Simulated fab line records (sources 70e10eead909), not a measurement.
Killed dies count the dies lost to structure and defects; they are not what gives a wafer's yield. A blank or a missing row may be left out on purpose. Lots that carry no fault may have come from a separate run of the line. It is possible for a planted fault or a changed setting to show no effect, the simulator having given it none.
Comparing a struck lot with a sound one + flow nand harc + 17 out of 1302 route steps
Sound: these wafers, L154.2, L154.3, L154.6. Wafers L148.2, L148.3, L148.6 were the ones struck. Last of all comes the cause.
For every step that has rows: the tool of each side, followed by ch and its chambers, followed by its first start. Under that, the readings that differ: sound wafers + struck wafers + difference of the means + sigmas: that difference in standard deviations of wafers without a fault.
alike: same words and numbers on both sides, and readings whose means sit less than 2 such deviations apart. not compared: any withheld reading, any reading some wafer has no value for, any bound like >300 that may hide the same value, and any number with overlapping values for which the record gives no deviation.
The two part at a step that has a row with sigmas, a row that says differs or no value, or rows on one side only. When numbers do not overlap yet have no deviation, they are printed without sigmas and do not part them. A reading missing from all wafers of one side parts the sides only when that side holds two or more wafers.

first, 4 steps without rows for these wafers: NHARC_P_BONDPAD_HARDBAKE_10 (time 65 s); NHARC_P_BONDPAD_DESCUM_11 (chemistry O2, time 3 s); NHARC_P_BONDPAD_ETCH_37 (etches the open film in N2/H2, target depth 60 nm, overetch 18 nm, time 65.91 s); NHARC_P_BONDPAD_ETCH_12 (etches the open film in CHF3/O2, target depth 200 nm, time 100 s).
NHARC_P_BONDPAD_CD_MEAS_13:
  sound on cd sem-02 at day 14 22:37; struck on cd sem-03 at day 12 19:04
  alike: cd nm
then, 1 step without rows for these wafers: NHARC_P_BONDPAD_STRIP_15 (strips in O2).
NHARC_P_BONDPAD_ETCH_24: etches the open film in CF4/N2, target depth 30 nm, time 72.99 s.
  sound on rie diel-02 ch 0,1,2; struck on rie diel-02 ch 1,3
  alike: chamber pressure mTorr, drypump motor current A, oes product au, rf fwd power W, rf vpp V, showerhead plenum p Torr, throttle valve pct
  not compared: rf hours counter h
then, 1 step without rows for these wafers: NHARC_P_BONDPAD_STRIP_16 (strips in post etch residue remover, time 600 s).
NHARC_P_BONDPAD_DEGAS_25: time 60 s.
  sound on pvd sputter-03 at day 14 23:15; struck on pvd sputter-01 at day 12 19:41
  alike: heater power w
NHARC_P_BONDPAD_PRE_CLEAN_26: time 30 s.
  sound on pvd sputter-03; struck on pvd sputter-01
  alike: heater power w
NHARC_P_BONDPAD_PVD_17: deposits TaN, target thk 5 nm, time 8.06 s.
  sound on pvd sputter-03; struck on pvd sputter-01
  alike: throttle valve pct
then, 1 step without rows for these wafers: NHARC_P_BONDPAD_PVD_27 (deposits Cu, target thk 30 nm, time 20.49 s).
NHARC_P_BONDPAD_ECD_18: material Cu, target thk 400 nm.
  sound on ecd cu-01 ch 0,1, day 14 23:39; struck on ecd cu-01 ch 0,1, day 12 20:22
  no value came back on the struck wafers for bath heat duty pct (%), bath temp c (C); on the sound wafers bath heat duty pct (%) reads 6.2 6.8 7.4
then, 1 step without rows for these wafers: NHARC_P_BONDPAD_ANNEAL_28 (time 90 s).
NHARC_P_BONDPAD_CMP_19: polishes, t overpolish 30 s, cu recess touch 16 s, target thk 160.81 nm.
  sound on cmp-02 ch 0,3, day 15 00:19; struck on cmp-02 ch 1,2, day 12 21:08
  alike: motor current A, overpolish run s
NHARC_P_BONDPAD_THK_MEAS_20: measures by xrf.
  sound on film metro-02 at day 15 00:39; struck on film metro-02 at day 12 21:35
| reading     | sound             | struck         | difference | sigmas      |
|-------------|-------------------|----------------|------------|-------------|
| thk nm (nm) | 161.4 160.8 159.1 | 29.0 31.1 28.6 | -130.9     | -99 or more |
  not compared: hold
following that, these wafers have no rows for 1 step: NHARC_END_SORT_01.

WHERE THEY PART
At NHARC_P_BONDPAD_ECD_18 first; at NHARC_P_BONDPAD_THK_MEAS_20 last (within this record only).

WHY: what had been put in by the simulator
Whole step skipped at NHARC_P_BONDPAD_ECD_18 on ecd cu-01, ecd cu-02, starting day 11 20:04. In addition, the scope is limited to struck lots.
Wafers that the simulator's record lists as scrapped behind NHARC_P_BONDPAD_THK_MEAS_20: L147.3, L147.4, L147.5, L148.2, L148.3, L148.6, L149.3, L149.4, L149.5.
